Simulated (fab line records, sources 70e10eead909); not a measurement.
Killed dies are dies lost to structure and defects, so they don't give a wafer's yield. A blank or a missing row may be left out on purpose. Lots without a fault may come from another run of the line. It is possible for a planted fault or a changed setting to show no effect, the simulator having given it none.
Matching of chambers -- flow nandHarc -- NHARC_A_BLC_STRIP_21 on rieDiel-07 has 4 sister chambers
The step strips in O2. 8 wafers are shown with their chamber, then 9 later ones without.

WAFERS, EACH WITH ITS CHAMBER
wafer,chamber,showerheadPlenumPTorr (Torr),oesProductAu (a.u.)
L075.3,3,3.55,1.002
L080.2,1,3.48,1.003
L080.4,3,3.55,1.000
L082.4,1,3.48,0.977
L082.6,2,3.70,0.986
L089.1,0,3.64,1.007
L089.2,2,3.69,1.008
L089.5,0,3.64,1.005

WAFERS WITHOUT THEIR CHAMBER
wafer,showerheadPlenumPTorr (Torr),oesProductAu (a.u.)
L091.1,3.48,0.998
L091.3,3.55,0.994
L091.6,3.55,0.983
L094.1,3.55,1.004
L094.2,3.63,1.002
L094.6,3.55,0.992
L097.1,3.54,1.012
L097.3,3.63,1.021
L097.6,3.54,1.003

CHAMBER TAKEN BY EACH
wafer,from the rows above,in truth
L091.1,1,1
L091.3,3,3
L091.6,3,3
L094.1,3,3
L094.2,0,0
L094.6,3,3
L097.1,3,3
L097.3,0,0
L097.6,3,3
Correctly placed: 9 of 9. Number that these rows cannot place: 0. Wrongly placed: 0.
How it was worked out, from the rows above alone: a wafer's distance from a chamber is the root of the sum, over the readings, of the square of ((its reading less the chamber's mean) divided by the reading's scatter). If the next closest chamber is less than 2 further off than the closest, the wafer can't be placed; otherwise it belongs to the closest. The mean given for a chamber averages the wafers shown for that chamber. The scatter is the square root of a quotient: the sum, over the shown wafers, of each reading's squared deviation from its chamber's mean, divided by wafers minus chambers.
